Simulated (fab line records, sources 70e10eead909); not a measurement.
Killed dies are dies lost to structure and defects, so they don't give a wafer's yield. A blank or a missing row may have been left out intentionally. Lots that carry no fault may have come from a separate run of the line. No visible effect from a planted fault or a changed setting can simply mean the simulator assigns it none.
Which tool did it? -- flow nandHarc -- 18 wafers from 6 lots sampled at 2 of the route's 1302 steps

== WHAT THE GAUGES READ, wafer by wafer ==
NHARC_P_ZERO_WELL_CD_MEAS_52: target cd 2000 nm.
lot,measured,on,cdNm (nm)
L131,day 2 11:52,cdSem-02,1998.8 1999.5 2000.2
L133,day 3 07:40,cdSem-01,1999.8 1998.6 1998.7
L137,day 5 00:01,cdSem-02,1997.1 1996.7 1999.1
L140,day 6 05:35,cdSem-02,- - -
L145,day 8 08:01,cdSem-03,1997.4 1997.9 1997.4
L153,day 11 15:46,cdSem-02,1998.1 1999.1 2001.0

== WHAT TOOL EACH LOT RAN ON (gives the tool, then ch and the chambers of the sampled wafers, and finally the start) ==
lot,NHARC_P_ZERO_WELL_EXPOSE_49
L131,"krfScanner-02 ch 0, day 2 11:42"
L133,"krfScanner-02 ch 0, day 3 07:31"
L137,"krfScanner-03 ch 0, day 4 23:51"
L140,"krfScanner-03 ch 0, day 6 05:26"
L145,"krfScanner-03 ch 0, day 8 07:52"
L153,"krfScanner-02 ch 0, day 11 15:37"
- NHARC_P_ZERO_WELL_EXPOSE_49: exposes mask P HVPW, target cd 2000 nm.

== THE ANSWER, worked out from the rows above alone ==
Rule: the usual values come from the lots themselves. Put in order of their means at a reading, lots are off if they are a third of the lots or fewer, leave a main group of 4 or more, and stand apart from it by a gap of 3 or more times the standard deviation of the main group's means; of several such gaps the widest counts. The tables above print the reading to a certain number of digits; a main group whose means all agree to those digits is not used. Also off: a lot with no number at a reading for which 4 or more lots have one. All remaining lots with rows at the step are treated as sound.
Off at NHARC_P_ZERO_WELL_CD_MEAS_52 (cdNm): L140. Without a number there: L140. The main group has a mean of 1998.6 nm with a standard deviation of 0.85.
A tool fits if, at a process step before that reading, it ran every lot that is off, and no sound lot after the first of them. Those tools and the gauges at NHARC_P_ZERO_WELL_CD_MEAS_52 are tried in the same way. No candidate that was tried fits.

== WHAT THE SIMULATOR HAD PUT IN ==
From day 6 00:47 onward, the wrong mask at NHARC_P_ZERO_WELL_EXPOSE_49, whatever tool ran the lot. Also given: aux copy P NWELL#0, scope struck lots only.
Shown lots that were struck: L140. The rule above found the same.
